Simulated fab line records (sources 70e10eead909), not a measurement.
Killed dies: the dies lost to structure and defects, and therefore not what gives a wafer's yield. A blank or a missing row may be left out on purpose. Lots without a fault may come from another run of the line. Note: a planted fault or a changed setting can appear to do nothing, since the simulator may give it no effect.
What tool caused it? / flow nand-harc / 21 wafers from 7 lots sampled at 5 of the route's 1159 steps

== WHAT THE GAUGES SHOWED, per wafer ==
NHARC_END_SORT_01. Usual: killed-at-array 26, standard deviation 11; killed-at-other 0.6, standard deviation 1; killed-at-periphery 3.1, standard deviation 2.1; killed-dies 30, standard deviation 11; killed-open 3.4, standard deviation 1.8; killed-short 2.1, standard deviation 1.5.
lot=L277; measured=day 21 15:22; on=prober-02; killed-at-array=31 671 671; killed-at-other=2 0 1; killed-at-periphery=2 6 5; killed-dies=35 677 677; killed-open=2 3 5; killed-short=4 2 5; flag=OFF
lot=L278; measured=day 22 07:33; on=prober-02; killed-at-array=13 14 671; killed-at-other=0 0 1; killed-at-periphery=7 4 5; killed-dies=20 18 677; killed-open=7 2 3; killed-short=2 3 0; flag=OFF

== WHAT TOOL EACH LOT RAN ON (gives the tool, then ch and the chambers of the sampled wafers, and finally the start) ==
lot=L266; NHARC_A_CONTACT_ETCH_129=har-cap-etch-01 ch 0,1, day 17 06:43; NHARC_A_CONTACT_ETCH_133=har-cap-etch-01 ch 0,1, day 17 07:17; NHARC_A_CONTACT_ETCH_97=rie-diel-06 ch 0,1,2, day 17 08:07; NHARC_A_CONTACT_STRIP_82=rie-diel-06 ch 0,1,2, no start
lot=L277; NHARC_A_CONTACT_ETCH_129=har-cap-etch-01 ch 1, day 19 02:56; NHARC_A_CONTACT_ETCH_133=har-cap-etch-01 ch 1, day 19 03:43; NHARC_A_CONTACT_ETCH_97=rie-diel-11 ch 2,3, day 19 04:51; NHARC_A_CONTACT_STRIP_82=rie-diel-11 ch 0,1,2, day 21 15:22 or earlier
lot=L278; NHARC_A_CONTACT_ETCH_129=har-cap-etch-03 ch 0,1, day 19 14:35; NHARC_A_CONTACT_ETCH_133=har-cap-etch-03 ch 0,1, day 19 15:10; NHARC_A_CONTACT_ETCH_97=rie-diel-11 ch 0,2,3, day 19 15:52; NHARC_A_CONTACT_STRIP_82=rie-diel-11 ch 2,3, day 22 07:33 or earlier
lot=L288; NHARC_A_CONTACT_ETCH_129=har-cap-etch-02 ch 0,1, day 22 01:50; NHARC_A_CONTACT_ETCH_133=har-cap-etch-02 ch 0,1, day 22 02:26; NHARC_A_CONTACT_ETCH_97=rie-diel-11 ch 0,2, day 22 03:03; NHARC_A_CONTACT_STRIP_82=rie-diel-06 ch 1,2,3, no start
lot=L286; NHARC_A_CONTACT_ETCH_129=har-cap-etch-01 ch 0,1, day 22 03:37; NHARC_A_CONTACT_ETCH_133=har-cap-etch-01 ch 0,1, day 22 04:11; NHARC_A_CONTACT_ETCH_97=rie-diel-11 ch 0,1,2, day 22 04:58; NHARC_A_CONTACT_STRIP_82=rie-diel-11 ch 1,2,3, no start
lot=L287; NHARC_A_CONTACT_ETCH_129=har-cap-etch-02 ch 0,1, day 22 06:27; NHARC_A_CONTACT_ETCH_133=har-cap-etch-02 ch 0,1, day 22 07:04; NHARC_A_CONTACT_ETCH_97=rie-diel-09 ch 0,1,3, day 22 07:52; NHARC_A_CONTACT_STRIP_82=rie-diel-11 ch 1,2, no start
lot=L289; NHARC_A_CONTACT_ETCH_129=har-cap-etch-02 ch 0,1, day 22 09:13; NHARC_A_CONTACT_ETCH_133=har-cap-etch-02 ch 0,1, day 22 09:49; NHARC_A_CONTACT_ETCH_97=rie-diel-06 ch 0,2,3, day 22 10:26; NHARC_A_CONTACT_STRIP_82=rie-diel-06 ch 0,1,3, no start
- NHARC_A_CONTACT_ETCH_129: etches the open film in C4F8/O2/Ar, time 155 s, target depth 956 nm.
- NHARC_A_CONTACT_ETCH_133: etches the open film in C4F8/O2/Ar, time 195 s, target depth 840 nm.
- NHARC_A_CONTACT_ETCH_97: etches the open film in C4F6/O2, target depth 20 nm, time 10 s.
- NHARC_A_CONTACT_STRIP_82: strips in O2.

== AS READ BY THE TOOLS THEMSELVES (means over the sampled wafers that have a number; for cases with no such wafer, the mark the record gives instead) ==
NHARC_A_CONTACT_ETCH_133. Usual: 226.4 s for run-length-s, sd 0.34.
lot=L266; tool=har-cap-etch-01; run-length-s (s)=226.3; flag=
lot=L277; tool=har-cap-etch-01; run-length-s (s)=226.4; flag=
lot=L278; tool=har-cap-etch-03; run-length-s (s)=226.4; flag=
lot=L288; tool=har-cap-etch-02; run-length-s (s)=226.2; flag=
lot=L286; tool=har-cap-etch-01; run-length-s (s)=226.5; flag=
lot=L287; tool=har-cap-etch-02; run-length-s (s)=226.0; flag=
lot=L289; tool=har-cap-etch-02; run-length-s (s)=226.3; flag=

NHARC_A_CONTACT_ETCH_97. Usual: drypump-motor-current-A 5.6 A, standard deviation 0.39; mfc-ar-sccm 500.2 sccm, standard deviation 1.6; o2-flow-sccm 20.01 sccm, standard deviation 0.065; oes-product-au 0.966 a.u., standard deviation 0.023; rf-vpp-V 547 V, standard deviation 3.4; run-length-s 31.0 s, standard deviation 0.38; showerhead-plenum-p-Torr 3.95 Torr, standard deviation 0.16; throttle-valve-pct 26.904 %, standard deviation 0.0093.
lot=L266; tool=rie-diel-06; drypump-motor-current-A (A)=5.5; mfc-ar-sccm (sccm)=500.7; o2-flow-sccm (sccm)=19.96; oes-product-au (a.u.)=0.958; rf-vpp-V (V)=544; run-length-s (s)=31.2; showerhead-plenum-p-Torr (Torr)=3.81; throttle-valve-pct (%)=26.905; flag=
lot=L277; tool=rie-diel-11; drypump-motor-current-A (A)=5.5; mfc-ar-sccm (sccm)=499.7; o2-flow-sccm (sccm)=20.10; oes-product-au (a.u.)=0.994; rf-vpp-V (V)=550; run-length-s (s)=28.5; showerhead-plenum-p-Torr (Torr)=4.08; throttle-valve-pct (%)=26.896; flag=OFF
lot=L278; tool=rie-diel-11; drypump-motor-current-A (A)=5.4; mfc-ar-sccm (sccm)=499.0; o2-flow-sccm (sccm)=19.98; oes-product-au (a.u.)=0.970; rf-vpp-V (V)=548; run-length-s (s)=29.5; showerhead-plenum-p-Torr (Torr)=3.97; throttle-valve-pct (%)=26.905; flag=OFF
lot=L288; tool=rie-diel-11; drypump-motor-current-A (A)=5.2; mfc-ar-sccm (sccm)=500.1; o2-flow-sccm (sccm)=20.03; oes-product-au (a.u.)=0.994; rf-vpp-V (V)=546; run-length-s (s)=30.9; showerhead-plenum-p-Torr (Torr)=3.81; throttle-valve-pct (%)=26.915; flag=
lot=L286; tool=rie-diel-11; drypump-motor-current-A (A)=5.4; mfc-ar-sccm (sccm)=501.6; o2-flow-sccm (sccm)=19.99; oes-product-au (a.u.)=1.007; rf-vpp-V (V)=547; run-length-s (s)=31.0; showerhead-plenum-p-Torr (Torr)=3.93; throttle-valve-pct (%)=26.907; flag=
lot=L287; tool=rie-diel-09; drypump-motor-current-A (A)=5.7; mfc-ar-sccm (sccm)=501.9; o2-flow-sccm (sccm)=19.94; oes-product-au (a.u.)=0.985; rf-vpp-V (V)=546; run-length-s (s)=30.8; showerhead-plenum-p-Torr (Torr)=3.92; throttle-valve-pct (%)=26.907; flag=
lot=L289; tool=rie-diel-06; drypump-motor-current-A (A)=5.6; mfc-ar-sccm (sccm)=499.9; o2-flow-sccm (sccm)=20.03; oes-product-au (a.u.)=0.942; rf-vpp-V (V)=549; run-length-s (s)=30.9; showerhead-plenum-p-Torr (Torr)=4.03; throttle-valve-pct (%)=26.913; flag=

NHARC_A_CONTACT_STRIP_82. Usual: for drypump-motor-current-A, 5.6 A with a standard deviation of 0.42; for mfc-ar-sccm, 0.008 sccm with a standard deviation of 0.011; for o2-flow-sccm, 500.2 sccm with a standard deviation of 1.6; for oes-product-au, 0.999 a.u. with a standard deviation of 0.009; for rf-vpp-V, 57.9 V with a standard deviation of 0.92; for showerhead-plenum-p-Torr, 3.57 Torr with a standard deviation of 0.13; for throttle-valve-pct, 17.036 % with a standard deviation of 0.0088.
lot=L266; tool=rie-diel-06; drypump-motor-current-A (A)=5.5; mfc-ar-sccm (sccm)=0.001; o2-flow-sccm (sccm)=501.2; oes-product-au (a.u.)=0.996; rf-vpp-V (V)=57.1; showerhead-plenum-p-Torr (Torr)=3.42; throttle-valve-pct (%)=17.037; flag=
lot=L277; tool=rie-diel-11; drypump-motor-current-A (A)=5.4; mfc-ar-sccm (sccm)=0.011; o2-flow-sccm (sccm)=500.9; oes-product-au (a.u.)=1.001; rf-vpp-V (V)=57.5; showerhead-plenum-p-Torr (Torr)=3.54; throttle-valve-pct (%)=17.043; flag=
lot=L278; tool=rie-diel-11; drypump-motor-current-A (A)=5.5; mfc-ar-sccm (sccm)=0.009; o2-flow-sccm (sccm)=501.5; oes-product-au (a.u.)=1.005; rf-vpp-V (V)=57.9; showerhead-plenum-p-Torr (Torr)=3.71; throttle-valve-pct (%)=17.034; flag=
lot=L288; tool=rie-diel-06; drypump-motor-current-A (A)=5.7; mfc-ar-sccm (sccm)=0.000; o2-flow-sccm (sccm)=500.2; oes-product-au (a.u.)=1.002; rf-vpp-V (V)=58.3; showerhead-plenum-p-Torr (Torr)=3.49; throttle-valve-pct (%)=17.036; flag=
lot=L286; tool=rie-diel-11; drypump-motor-current-A (A)=5.6; mfc-ar-sccm (sccm)=0.011; o2-flow-sccm (sccm)=500.7; oes-product-au (a.u.)=1.005; rf-vpp-V (V)=57.2; showerhead-plenum-p-Torr (Torr)=3.67; throttle-valve-pct (%)=17.031; flag=
lot=L287; tool=rie-diel-11; drypump-motor-current-A (A)=5.5; mfc-ar-sccm (sccm)=0.020; o2-flow-sccm (sccm)=499.3; oes-product-au (a.u.)=1.006; rf-vpp-V (V)=58.3; showerhead-plenum-p-Torr (Torr)=3.64; throttle-valve-pct (%)=17.038; flag=
lot=L289; tool=rie-diel-06; drypump-motor-current-A (A)=5.9; mfc-ar-sccm (sccm)=0.001; o2-flow-sccm (sccm)=500.5; oes-product-au (a.u.)=0.997; rf-vpp-V (V)=57.4; showerhead-plenum-p-Torr (Torr)=3.57; throttle-valve-pct (%)=17.037; flag=

== THE ANSWER, worked out from the rows above alone ==
Rule: a lot counts as off when the mean over its wafers that have a number is more than 3 standard deviations away from the usual mean. Also off: a lot with no number at a reading for which 4 or more lots have one. The other lots that the step has rows for count as sound. First the gauges in route order, then the tools' own readings, where a lot's mean is used as printed above. At the first step where some lot is off, the reading lying furthest off is the one used; lots without a number count as furthest.
Off at NHARC_END_SORT_01 (killed-dies): L277, L278. Neither off nor sound, because the step has no rows for them: L266, L288, L286, L287, L289.
If a tool, at a process step before that reading, ran all the lots that are off and no sound lot after the first of them, it fits. The gauges at NHARC_END_SORT_01 aren't tried: what is off there is off at NHARC_A_CONTACT_ETCH_97 too, on other tools, and a gauge's error can't cause that. Because NHARC_A_CONTACT_STRIP_82 lacks a start for some lots, the hours and order of its lots are taken from NHARC_END_SORT_01. One fits: NHARC_A_CONTACT_ETCH_97 and NHARC_A_CONTACT_STRIP_82 on rie-diel-11. It ran no sound lot before its first lot that is off in this sample, so the start can't be narrowed down.

== WHAT THE SIMULATOR HAD INSERTED ==
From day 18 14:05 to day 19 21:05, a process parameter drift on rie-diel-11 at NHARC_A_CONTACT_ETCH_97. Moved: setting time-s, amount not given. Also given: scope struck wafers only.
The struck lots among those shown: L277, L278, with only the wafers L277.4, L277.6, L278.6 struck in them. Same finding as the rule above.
